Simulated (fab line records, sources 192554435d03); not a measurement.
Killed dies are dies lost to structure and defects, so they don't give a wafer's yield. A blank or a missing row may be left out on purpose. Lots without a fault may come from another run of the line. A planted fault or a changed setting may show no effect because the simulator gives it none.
Chamber matching | flow n5_finfet | N5_BEOL_M5_ILD_DEP_00 on pecvd-01: 3 sister chambers
The step deposits SiCOH lowk from DEMS/porogen, target thk 140.64 nm, time 25.9 s. 6 wafers are shown with their chamber, then 8 later ones without.

WAFERS WITH THEIR CHAMBER
wafer  | chamber | throttle_valve_pct (%) | showerhead_plenum_p_Torr (Torr)
L524.4 | 0       | 14.0                   | 5.735
L527.4 | 0       | 14.0                   | 5.721
L527.6 | 1       | 15.5                   | 5.723
L528.3 | 1       | 15.5                   | 5.747
L528.5 | 2       | 13.4                   | 5.731
L530.3 | 2       | 13.8                   | 5.729

WAFERS WITHOUT THEIR CHAMBER
wafer  | throttle_valve_pct (%) | showerhead_plenum_p_Torr (Torr)
L530.5 | 13.9                   | 5.750
L530.6 | 15.5                   | 5.733
L538.3 | 13.6                   | 5.739
L538.4 | 15.5                   | 5.752
L538.6 | 13.9                   | 5.745
L540.2 | 14.2                   | 5.750
L540.3 | 13.1                   | 5.715
L540.5 | 13.9                   | 5.744

WHICH CHAMBER EACH WENT THROUGH
wafer  | from the rows above     | in truth
L530.5 | can't be placed: 0 or 2 | 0
L530.6 | 1                       | 1
L538.3 | can't be placed: 2 or 0 | 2
L538.4 | 1                       | 1
L538.6 | can't be placed: 0 or 2 | 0
L540.2 | can't be placed: 0 or 2 | 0
L540.3 | 2                       | 2
L540.5 | can't be placed: 0 or 2 | 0
Placed correctly: 3 of 8. Can't be placed from these rows: 5 (the true chamber is among the candidates in 5). Placed wrongly: 0.
How it was worked out, from the rows above alone: a wafer's distance from a chamber is the root of the sum, over the readings, of the square of ((its reading less the chamber's mean) divided by the reading's scatter). The wafer belongs to the nearest chamber; if the next one is less than 2 further off, it can't be placed. A chamber's mean is the mean of its shown wafers. The scatter: the root of (the sum of the squares of (reading less its chamber's mean) over the shown wafers, divided by (wafers less chambers)).
